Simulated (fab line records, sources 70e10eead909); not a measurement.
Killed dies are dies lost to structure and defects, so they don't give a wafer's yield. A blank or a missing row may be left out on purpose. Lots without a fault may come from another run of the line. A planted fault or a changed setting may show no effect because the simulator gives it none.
Chamber matching | flow nand_harc | NHARC_P_M2_CMP_23 on cmp-04: 4 sister chambers
The step polishes, t overpolish 20 s, target thk 144.3 nm. 16 wafers are shown with their chamber, then 8 later ones without.

WAFERS WITH THEIR CHAMBER
wafer  | chamber | motor_current_A (A) | time_to_endpoint_s (s)
L789.1 | 1       | 13.0                | 24.6
L789.4 | 2       | 13.9                | 26.5
L789.6 | 2       | 13.0                | 28.3
L790.3 | 3       | 13.9                | 27.5
L790.5 | 0       | 12.9                | 27.8
L790.6 | 1       | 13.4                | 25.3
L791.3 | 0       | 12.4                | 29.8
L791.5 | 0       | 13.2                | 28.6
L791.6 | 1       | 12.8                | 25.4
L795.1 | 0       | 12.8                | 30.8
L795.3 | 3       | 13.9                | 24.3
L795.5 | 3       | 14.0                | 24.1
L798.2 | 1       | 13.2                | 27.8
L798.5 | 1       | 13.4                | 27.6
L798.6 | 2       | 13.3                | 31.1
L800.3 | 3       | 13.9                | 28.2

SIGNATURES (means of the wafers above)
reading            | chamber 0 | chamber 1 | chamber 2 | chamber 3 | scatter within a chamber
motor_current_A    | 12.825    | 13.160    | 13.400    | 13.925    | 0.293
time_to_endpoint_s | 29.250    | 26.140    | 28.633    | 26.025    | 1.78
Rule: a wafer's distance from a chamber is the root of the sum, over the readings, of the square of ((its reading less the chamber's mean) divided by the reading's scatter). The wafer belongs to the nearest chamber; if the next one is less than 2 further off, it can't be placed. The scatter: the root of (the sum of the squares of (reading less its chamber's mean) over the shown wafers, divided by (wafers less chambers)).

WAFERS WITHOUT THEIR CHAMBER
wafer  | motor_current_A (A) | time_to_endpoint_s (s)
L800.4 | 13.1                | 32.3
L800.5 | 12.8                | 28.5
L810.1 | 14.0                | 28.5
L810.2 | 13.6                | 27.9
L810.3 | 13.3                | 29.0
L811.1 | 13.5                | 32.6
L811.3 | 13.7                | 27.2
L811.4 | 14.1                | 28.3

WHICH CHAMBER EACH WENT THROUGH
wafer  | from the rows above               | in truth
L800.4 | can't be placed: 0 or 2 or 1      | 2
L800.5 | can't be placed: 0 or 1 or 2      | 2
L810.1 | can't be placed: 3 or 2 or 1      | 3
L810.2 | can't be placed: 2 or 3 or 1 or 0 | 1
L810.3 | can't be placed: 2 or 0 or 1      | 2
L811.1 | can't be placed: 2 or 0 or 1 or 3 | 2
L811.3 | can't be placed: 3 or 2 or 1      | 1
L811.4 | can't be placed: 3 or 2           | 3
Placed correctly: 0 of 8. Can't be placed from these rows: 8 (the true chamber is among the candidates in 8). Placed wrongly: 0.
